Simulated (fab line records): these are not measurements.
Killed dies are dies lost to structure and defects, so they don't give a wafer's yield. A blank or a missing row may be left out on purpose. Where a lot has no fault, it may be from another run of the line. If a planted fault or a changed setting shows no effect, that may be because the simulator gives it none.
Which tool did it? :: flow n5 finfet :: 6 lots with 16 wafers sampled at 3 steps, on a route of 1938 steps

## WHAT EACH GAUGE READ, for each wafer
N5_BEOL_M13_RS_MEAS_54: a four-point-probe measurement.
lot: L252
measured: day 11 09:57
on: film metro-01
M13_RS (ohm/sq): 0.0466 0.0458 0.0463

lot: L255
measured: day 11 23:24
on: film metro-01
M13_RS (ohm/sq): 0.0471 0.0471

lot: L258
measured: day 12 14:37
on: film metro-02
M13_RS (ohm/sq): 0.0472 0.0464 0.0470

lot: L259
measured: day 13 08:40
on: film metro-02
M13_RS (ohm/sq): 0.0471 0.0451 0.0459

lot: L270
measured: day 15 20:32
on: film metro-01
M13_RS (ohm/sq): 0.0459 0.0458 0.0465

lot: L274
measured: day 17 11:47
on: film metro-02
M13_RS (ohm/sq): 0.0449 0.0457

## TOOL THAT RAN EACH LOT (tool first, then ch and the chambers of the sampled wafers, then the start)
lot: L252
N5_BEOL_M13_SPUTTER_44: pvd sputter-03, day 11 08:52
N5_BEOL_M13_SPUTTER_45: pvd sputter-03, day 11 08:57

lot: L255
N5_BEOL_M13_SPUTTER_44: pvd sputter-01, day 11 21:48
N5_BEOL_M13_SPUTTER_45: pvd sputter-01, day 11 21:53

lot: L258
N5_BEOL_M13_SPUTTER_44: pvd sputter-01, day 12 12:55
N5_BEOL_M13_SPUTTER_45: pvd sputter-01, day 12 12:59

lot: L259
N5_BEOL_M13_SPUTTER_44: pvd sputter-01, day 13 07:35
N5_BEOL_M13_SPUTTER_45: pvd sputter-01, day 13 07:40

lot: L270
N5_BEOL_M13_SPUTTER_44: pvd sputter-03, day 15 18:54
N5_BEOL_M13_SPUTTER_45: pvd sputter-03, day 15 18:59

lot: L274
N5_BEOL_M13_SPUTTER_44: pvd sputter-03, day 17 10:10
N5_BEOL_M13_SPUTTER_45: pvd sputter-03, day 17 10:14
- N5_BEOL_M13_SPUTTER_44: material Ta, target thk 10 nm, time 16.13 s.
- N5_BEOL_M13_SPUTTER_45: material Cu, target thk 80 nm, time 13.33 s.

## THE ANSWER, worked out from the rows above alone
Rule: what is usual is taken from the lots themselves. Put in order of their means at a reading, lots are off if they are a third of the lots or fewer, leave a main group of 4 or more, and stand apart from it by a gap of 3 or more times the standard deviation of the main group's means; of several such gaps the widest counts. If all means in a main group match to the digits the tables above print for the reading, that group is not used. A lot without any number at a reading at which 4 lots or more have one is off too. The other lots that the step has rows for count as sound.
None of the lots is off at any reading shown; this tells nothing.

## WHAT WAS PUT IN BY THE SIMULATOR
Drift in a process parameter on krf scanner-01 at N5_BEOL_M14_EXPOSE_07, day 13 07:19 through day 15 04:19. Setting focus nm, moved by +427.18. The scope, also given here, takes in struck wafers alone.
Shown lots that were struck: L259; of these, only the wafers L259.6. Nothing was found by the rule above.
